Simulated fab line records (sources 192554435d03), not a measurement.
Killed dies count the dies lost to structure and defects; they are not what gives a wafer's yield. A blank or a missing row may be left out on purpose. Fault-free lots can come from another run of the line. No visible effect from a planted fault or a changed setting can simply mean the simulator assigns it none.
Chamber matching / flow n5_finfet / N5_STI_FIN_REVEAL_CMP_04 on cmp-02 has 4 sister chambers
The step polishes, stops on Si3N4, t overpolish 4 s, target thk 131.83 nm. 8 wafers are shown with their chamber, then 8 later ones without.

## EACH WAFER AND ITS CHAMBER
wafer=L088.3; chamber=0; motor_current_A (A)=8.7; time_to_endpoint_s (s)=109
wafer=L088.6; chamber=1; motor_current_A (A)=8.7; time_to_endpoint_s (s)=107
wafer=L090.4; chamber=0; motor_current_A (A)=8.1; time_to_endpoint_s (s)=104
wafer=L090.5; chamber=3; motor_current_A (A)=8.5; time_to_endpoint_s (s)=94
wafer=L091.1; chamber=1; motor_current_A (A)=9.2; time_to_endpoint_s (s)=106
wafer=L091.2; chamber=3; motor_current_A (A)=8.1; time_to_endpoint_s (s)=102
wafer=L091.4; chamber=2; motor_current_A (A)=8.0; time_to_endpoint_s (s)=104
wafer=L092.1; chamber=2; motor_current_A (A)=8.3; time_to_endpoint_s (s)=96

## WAFERS MISSING THEIR CHAMBER
wafer=L092.4; motor_current_A (A)=8.8; time_to_endpoint_s (s)=108
wafer=L092.6; motor_current_A (A)=8.7; time_to_endpoint_s (s)=97
wafer=L095.2; motor_current_A (A)=8.2; time_to_endpoint_s (s)=97
wafer=L095.3; motor_current_A (A)=8.7; time_to_endpoint_s (s)=96
wafer=L095.5; motor_current_A (A)=9.0; time_to_endpoint_s (s)=101
wafer=L097.1; motor_current_A (A)=8.3; time_to_endpoint_s (s)=96
wafer=L097.2; motor_current_A (A)=9.1; time_to_endpoint_s (s)=101
wafer=L097.4; motor_current_A (A)=8.8; time_to_endpoint_s (s)=106

## WHICH CHAMBER EACH ONE RAN IN
wafer=L092.4; from the rows above=can't be placed: 1 or 0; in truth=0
wafer=L092.6; from the rows above=can't be placed: 3 or 2 or 1 or 0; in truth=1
wafer=L095.2; from the rows above=can't be placed: 3 or 2 or 0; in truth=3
wafer=L095.3; from the rows above=can't be placed: 3 or 2 or 1 or 0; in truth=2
wafer=L095.5; from the rows above=can't be placed: 1 or 0 or 3 or 2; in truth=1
wafer=L097.1; from the rows above=can't be placed: 3 or 2 or 0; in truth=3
wafer=L097.2; from the rows above=can't be placed: 1 or 0 or 3 or 2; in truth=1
wafer=L097.4; from the rows above=can't be placed: 1 or 0 or 3 or 2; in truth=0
Placed correctly: 0 of 8. Can't be placed from these rows: 8 (the true chamber is among the candidates in 8). Wrongly placed: 0.
How it was worked out, from the rows above alone: a wafer's distance from a chamber is the root of the sum, over the readings, of the square of ((its reading less the chamber's mean) divided by the reading's scatter). The wafer belongs to the nearest chamber; if the next one is less than 2 further off, it can't be placed. For every chamber, the mean is computed from those of its wafers that are shown. The scatter: take each reading less its chamber's mean, square it, sum over the shown wafers, divide by the number of wafers less the number of chambers, and take the root.
